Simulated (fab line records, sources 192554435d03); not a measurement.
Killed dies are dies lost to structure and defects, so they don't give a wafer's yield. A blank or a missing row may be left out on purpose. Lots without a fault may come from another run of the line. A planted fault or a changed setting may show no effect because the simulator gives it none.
Chamber matching | flow n5_finfet | N5_MOL_CONTACT_COAG_DESCUM_88 on rie_diel-01: 4 sister chambers
The step chemistry O2, time 7 s. 8 wafers are shown with their chamber, then 7 later ones without.

WAFERS WITH THEIR CHAMBER
wafer  | chamber | showerhead_plenum_p_Torr (Torr) | drypump_motor_current_A (A)
L081.4 | 2       | 1.97                            | 6.0
L082.3 | 3       | 2.13                            | 5.2
L082.5 | 0       | 2.07                            | 6.1
L086.4 | 3       | 2.13                            | 5.2
L086.5 | 1       | 2.15                            | 5.8
L086.6 | 2       | 1.97                            | 6.0
L087.2 | 0       | 2.06                            | 6.1
L087.3 | 1       | 2.15                            | 5.7

WAFERS WITHOUT THEIR CHAMBER
wafer  | showerhead_plenum_p_Torr (Torr) | drypump_motor_current_A (A)
L087.5 | 2.15                            | 5.8
L093.1 | 2.12                            | 5.2
L093.2 | 2.14                            | 5.8
L093.5 | 2.12                            | 5.2
L097.3 | 2.12                            | 5.2
L097.5 | 2.14                            | 5.7
L097.6 | 2.23                            | 6.0

WHICH CHAMBER EACH WENT THROUGH
wafer  | from the rows above | in truth
L087.5 | 1                   | 1
L093.1 | 3                   | 3
L093.2 | 1                   | 1
L093.5 | 3                   | 3
L097.3 | 3                   | 3
L097.5 | 1                   | 1
L097.6 | 1                   | 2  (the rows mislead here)
Placed correctly: 6 of 7. Can't be placed from these rows: 0. Placed wrongly: 1.
How it was worked out, from the rows above alone: a wafer's distance from a chamber is the root of the sum, over the readings, of the square of ((its reading less the chamber's mean) divided by the reading's scatter). The wafer belongs to the nearest chamber; if the next one is less than 2 further off, it can't be placed. A chamber's mean is the mean of its shown wafers. The scatter: the root of (the sum of the squares of (reading less its chamber's mean) over the shown wafers, divided by (wafers less chambers)).
